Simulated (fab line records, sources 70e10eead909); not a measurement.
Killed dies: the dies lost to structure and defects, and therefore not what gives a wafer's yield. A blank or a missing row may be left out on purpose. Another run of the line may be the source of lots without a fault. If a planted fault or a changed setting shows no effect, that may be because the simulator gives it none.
Matching of chambers | flow nand harc | NHARC_A_M0_CMP_23 on cmp-03: 4 sister chambers
The step polishes, t overpolish 20 s, target thk 113.75 nm. 4 wafers are shown with their chamber, then 8 later ones without.

## EACH WAFER AND ITS CHAMBER
wafer  | chamber | motor current A (A)
L086.6 | 1       | 13.2
L091.2 | 3       | 11.4
L091.3 | 2       | 12.5
L090.1 | 0       | 12.8

## WAFERS WITHOUT THEIR CHAMBER
wafer  | motor current A (A)
L090.2 | 11.6
L090.6 | 12.1
L094.1 | 12.3
L094.3 | 13.7
L094.4 | 12.5
L092.4 | 11.7
L092.5 | 12.0
L092.6 | 11.7

## EACH ONE'S CHAMBER
wafer  | from the rows above          | in truth
L090.2 | 3                            | 3
L090.6 | can't be placed: 2 or 3 or 0 | 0
L094.1 | can't be placed: 2 or 0      | 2
L094.3 | can't be placed: 1 or 0      | 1
L094.4 | can't be placed: 2 or 0      | 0
L092.4 | can't be placed: 3 or 2      | 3
L092.5 | can't be placed: 2 or 3 or 0 | 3
L092.6 | can't be placed: 3 or 2      | 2
Correctly placed: 1 of 8. Unplaceable from these rows: 7, with the true chamber sitting among the candidates in 7. Wrongly placed: 0.
How it was worked out, from the rows above alone: a wafer's distance from a chamber is the root of the sum, over the readings, of the square of ((its reading less the chamber's mean) divided by the reading's scatter). The wafer belongs to the nearest chamber; if the next one is less than 2 further off, it can't be placed. Each chamber's mean is taken over the wafers shown for it. The scatter: with one shown wafer a chamber, the root of the mean of the squares of how far each hidden wafer lies from its nearest shown one.
